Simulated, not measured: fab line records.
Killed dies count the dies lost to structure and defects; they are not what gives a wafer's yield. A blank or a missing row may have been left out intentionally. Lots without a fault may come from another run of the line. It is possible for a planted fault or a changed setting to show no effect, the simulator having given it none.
Chamber matching	flow nand-harc	NHARC_P_ZERO_WELL_DESCUM_54 on rie-diel-05: 4 sister chambers
The step chemistry O2, time 3 s. 8 wafers are shown with their chamber, then 7 later ones without.

== WAFERS, EACH WITH ITS CHAMBER ==
wafer	chamber	oes-product-au (a.u.)	throttle-valve-pct (%)
L076.1	3	1.000	11.317
L080.1	2	1.004	11.307
L080.5	1	0.991	11.314
L082.2	2	1.000	11.308
L082.3	0	1.006	11.304
L082.5	0	1.006	11.296
L083.2	1	0.992	11.299
L083.3	3	1.008	11.317

== WAFERS WHOSE CHAMBER IS MISSING ==
wafer	oes-product-au (a.u.)	throttle-valve-pct (%)
L083.5	1.013	11.299
L088.3	1.002	11.316
L088.5	0.994	11.311
L088.6	0.991	11.312
L092.2	0.991	11.291
L092.4	1.008	11.317
L092.5	0.998	11.302

== WHICH CHAMBER EACH WENT THROUGH ==
wafer	from the rows above	in truth
L083.5	can't be placed: 0 or 2 or 3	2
L088.3	can't be placed: 3 or 2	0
L088.5	can't be placed: 1 or 2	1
L088.6	1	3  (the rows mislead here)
L092.2	can't be placed: 1 or 2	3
L092.4	can't be placed: 3 or 2 or 0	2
L092.5	can't be placed: 2 or 1 or 0 or 3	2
Correct placement for 0 of the 7. Can't be placed from these rows: 6 (the true chamber is among the candidates in 4). Number placed wrongly: 1.
How it was worked out, from the rows above alone: a wafer's distance from a chamber is the root of the sum, over the readings, of the square of ((its reading less the chamber's mean) divided by the reading's scatter). The wafer belongs to the nearest chamber; if the next one is less than 2 further off, it can't be placed. Each chamber's mean is taken over the wafers shown for it. The scatter: take each reading less its chamber's mean, square it, sum over the shown wafers, divide by the number of wafers less the number of chambers, and take the root.
